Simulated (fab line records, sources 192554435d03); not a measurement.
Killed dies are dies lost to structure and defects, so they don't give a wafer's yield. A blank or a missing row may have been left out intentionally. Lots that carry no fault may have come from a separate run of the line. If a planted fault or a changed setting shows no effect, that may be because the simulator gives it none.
Which of the tools did it?    flow n5-finfet    31 wafers from 11 lots sampled at 5 of the route's 1938 steps

## WHAT THE GAUGES READ, wafer by wafer
The record holds no reading of a measuring or inspecting step that can be judged against a usual standard deviation.

## WHICH TOOL RAN EACH LOT (tool, then ch and the chambers of the sampled wafers, then the start)
lot   N5_BEOL_M9_PECVD_70              N5_BEOL_M9_DEGAS_44           N5_BEOL_M9_CMP_52              N5_BEOL_M9_DEP_56                N5_BEOL_M10_ILD_DEP_00
L768  pecvd-04 ch 1,2, day 10 04:24    pvd-sputter-02, day 10 10:20  cmp-04 ch 0,1, day 10 11:31    pecvd-01 ch 0,2, day 10 11:53    pecvd-03 ch 0,1, day 10 12:01
L769  pecvd-01 ch 0,1,2, day 10 10:31  pvd-sputter-03, day 10 13:43  cmp-04 ch 2,3, day 10 16:32    pecvd-04 ch 1,2, day 10 16:52    pecvd-02 ch 1,2, day 10 17:00
L772  pecvd-03 ch 0,2, day 11 03:34    pvd-sputter-03, day 11 07:56  cmp-01 ch 1,2,3, day 11 09:10  pecvd-01 ch 0,2, day 11 09:29    pecvd-02 ch 0,1, day 11 09:37
L775  pecvd-04 ch 0,2, day 11 22:17    pvd-sputter-02, day 12 02:31  cmp-02 ch 0,2, day 12 04:16    pecvd-04 ch 0,2, day 12 04:33    pecvd-03 ch 0,1, day 12 04:41
L778  pecvd-04 ch 0,1, day 12 17:02    pvd-sputter-02, day 12 21:40  cmp-04 ch 3, day 13 00:31      pecvd-03 ch 1,2, day 13 00:50    pecvd-04 ch 0,2, day 13 00:58
L783  pecvd-03 ch 0,1,2, day 13 15:24  pvd-sputter-01, day 13 19:43  cmp-02 ch 0,1,3, day 13 20:55  pecvd-03 ch 0,1,2, day 13 21:14  pecvd-03 ch 0,1,2, day 13 21:22
L782  pecvd-01 ch 0,1,2, day 13 15:25  pvd-sputter-02, day 13 20:10  cmp-04 ch 1,2,3, day 13 21:17  pecvd-03 ch 1,2, day 13 21:38    pecvd-02 ch 0,1,2, day 13 21:47
L785  pecvd-03 ch 0,1,2, day 14 04:08  pvd-sputter-01, day 14 07:41  cmp-04 ch 1,2,3, day 14 08:58  pecvd-03 ch 0,1,2, day 14 09:14  pecvd-03 ch 0,1,2, day 14 09:22
L786  pecvd-03 ch 0,2, day 14 14:37    pvd-sputter-03, day 14 19:41  cmp-04 ch 0,1,2, day 14 21:07  pecvd-03 ch 0,1, day 14 21:23    pecvd-02 ch 0,1, day 14 21:32
L790  pecvd-04 ch 0,1,2, day 15 06:08  pvd-sputter-01, day 15 12:10  cmp-02 ch 0,2, day 15 13:45    pecvd-04 ch 0,1, day 15 14:07    pecvd-04 ch 1,2, day 15 14:15
L784  pecvd-01 ch 0,2, day 15 20:48    pvd-sputter-03, day 16 02:05  cmp-04 ch 1,2,3, day 16 04:20  pecvd-01 ch 1,2, day 16 04:41    pecvd-04 ch 1,2, day 16 04:49
- N5_BEOL_M9_PECVD_70: deposits SiO2 from TEOS/O2, target thk 20 nm, time 22.7 s.
- N5_BEOL_M9_DEGAS_44: time 60 s.
- N5_BEOL_M9_CMP_52: polishes, stops on SiCOH lowk, t overpolish 7 s, target thk 140 nm.
- N5_BEOL_M9_DEP_56: deposits SiCN from 3MS/NH3, target thk 15 nm, time 26.5 s.
- N5_BEOL_M10_ILD_DEP_00: deposits SiCOH lowk from DEMS/porogen, target thk 308.51 nm, time 58 s.

## WHAT THE TOOLS THEMSELVES READ (means of the sampled wafers that have a number; where no wafer has one, the mark that the record gives instead)
N5_BEOL_M9_PECVD_70. Usual: heater-power-outer-w 424 W, standard deviation 68; heater-power-w 705 W, standard deviation 95; showerhead-plenum-p-Torr 8.76 Torr, standard deviation 0.063; throttle-valve-pct 21.9 %, standard deviation 0.99.
lot   tool      heater-power-outer-w (W)  heater-power-w (W)  showerhead-plenum-p-Torr (Torr)  throttle-valve-pct (%)  flag
L768  pecvd-04  494                       815                 8.75                             21.1                    
L769  pecvd-01  409                       666                 8.79                             22.1                    
L772  pecvd-03  385                       712                 8.75                             21.7                    
L775  pecvd-04  474                       767                 8.75                             21.4                    
L778  pecvd-04  416                       706                 8.74                             21.5                    
L783  pecvd-03  441                       759                 8.78                             22.9                    
L782  pecvd-01  364                       610                 8.79                             22.1                    
L785  pecvd-03  461                       776                 8.79                             22.9                    
L786  pecvd-03  434                       761                 8.78                             22.3                    
L790  pecvd-04  451                       757                 8.73                             21.4                    
L784  pecvd-01  412                       675                 8.69                             21.7                    

N5_BEOL_M9_DEGAS_44. Usual: heater-power-w reads 306 W (standard deviation 32).
lot   tool            heater-power-w (W)  flag
L768  pvd-sputter-02  325                 
L769  pvd-sputter-03  274                 
L772  pvd-sputter-03  291                 
L775  pvd-sputter-02  321                 
L778  pvd-sputter-02  326                 
L783  pvd-sputter-01  294                 
L782  pvd-sputter-02  325                 
L785  pvd-sputter-01  315                 
L786  pvd-sputter-03  267                 
L790  pvd-sputter-01  314                 
L784  pvd-sputter-03  268                 

N5_BEOL_M9_CMP_52. Usual: barrier-field-endpoint-s 28.6 s, standard deviation 0.61; motor-current-A 6.4 A, standard deviation 0.66; overpolish-run-s 7.000 s, standard deviation 0.0098.
lot   tool    barrier-field-endpoint-s (s)  motor-current-A (A)  overpolish-run-s (s)  flag
L768  cmp-04  28.2                          6.3                  6.995                 
L769  cmp-04  28.7                          6.4                  6.995                 
L772  cmp-01  29.0                          6.6                  7.000                 
L775  cmp-02  37.3                          6.1                  3.530                 OFF
L778  cmp-04  46.9                          5.6                  0.036                 OFF
L783  cmp-02  28.4                          6.0                  7.003                 
L782  cmp-04  27.9                          6.5                  7.003                 
L785  cmp-04  29.0                          6.3                  6.993                 
L786  cmp-04  28.5                          6.7                  7.001                 
L790  cmp-02  28.7                          6.4                  7.002                 
L784  cmp-04  28.3                          6.4                  7.009                 

N5_BEOL_M9_DEP_56. Usual: showerhead-plenum-p-Torr 3.662 Torr, standard deviation 0.014; throttle-valve-pct 8.9 %, standard deviation 0.47.
lot   tool      showerhead-plenum-p-Torr (Torr)  throttle-valve-pct (%)  flag
L768  pecvd-01  3.649                            8.7                     
L769  pecvd-04  3.658                            8.6                     
L772  pecvd-01  3.649                            8.7                     
L775  pecvd-04  3.656                            8.6                     
L778  pecvd-03  3.662                            9.1                     
L783  pecvd-03  3.666                            9.2                     
L782  pecvd-03  3.651                            9.0                     
L785  pecvd-03  3.662                            9.3                     
L786  pecvd-03  3.675                            9.5                     
L790  pecvd-04  3.654                            8.8                     
L784  pecvd-01  3.661                            9.1                     

N5_BEOL_M10_ILD_DEP_00. Usual: heater-power-outer-w 150 W, standard deviation 32; heater-power-w 314 W, standard deviation 47; showerhead-plenum-p-Torr 5.735 Torr, standard deviation 0.017; throttle-valve-pct 13.8 %, standard deviation 0.8.
lot   tool      heater-power-outer-w (W)  heater-power-w (W)  showerhead-plenum-p-Torr (Torr)  throttle-valve-pct (%)  flag
L768  pecvd-03  144                       317                 5.750                            14.6                    
L769  pecvd-02  138                       281                 5.735                            14.1                    
L772  pecvd-02  149                       302                 5.732                            14.3                    
L775  pecvd-03  142                       307                 5.751                            14.8                    
L778  pecvd-04  166                       338                 5.728                            13.3                    
L783  pecvd-03  151                       322                 5.741                            14.3                    
L782  pecvd-02  121                       259                 5.726                            13.9                    
L785  pecvd-03  144                       321                 5.744                            14.3                    
L786  pecvd-02  170                       318                 5.732                            14.4                    
L790  pecvd-04  176                       360                 5.728                            13.2                    
L784  pecvd-04  188                       370                 5.739                            13.1                    

## THE ANSWER, worked out from the rows above alone
Rule: a lot is off if the mean of its wafers that have a number lies more than 3 standard deviations from the usual mean. Also off: a lot with no number at a reading for which 4 or more lots have one. Any other lot the step has rows for is counted as sound. Order of review: gauges by route order, followed by the tools' own readings, for which a lot's mean as printed above is used. The first step at which some lot is off is used, and at that step the reading that is off furthest; a lot without a number counts as furthest.
Off: L775, L778, at N5_BEOL_M9_CMP_52 (overpolish-run-s).
If a tool, at that step or one of the process steps before it, ran each lot that is off and ran no sound lot following the first of them, it fits. Not one of the candidates tried fits.

## WHAT WAS PUT IN BY THE SIMULATOR
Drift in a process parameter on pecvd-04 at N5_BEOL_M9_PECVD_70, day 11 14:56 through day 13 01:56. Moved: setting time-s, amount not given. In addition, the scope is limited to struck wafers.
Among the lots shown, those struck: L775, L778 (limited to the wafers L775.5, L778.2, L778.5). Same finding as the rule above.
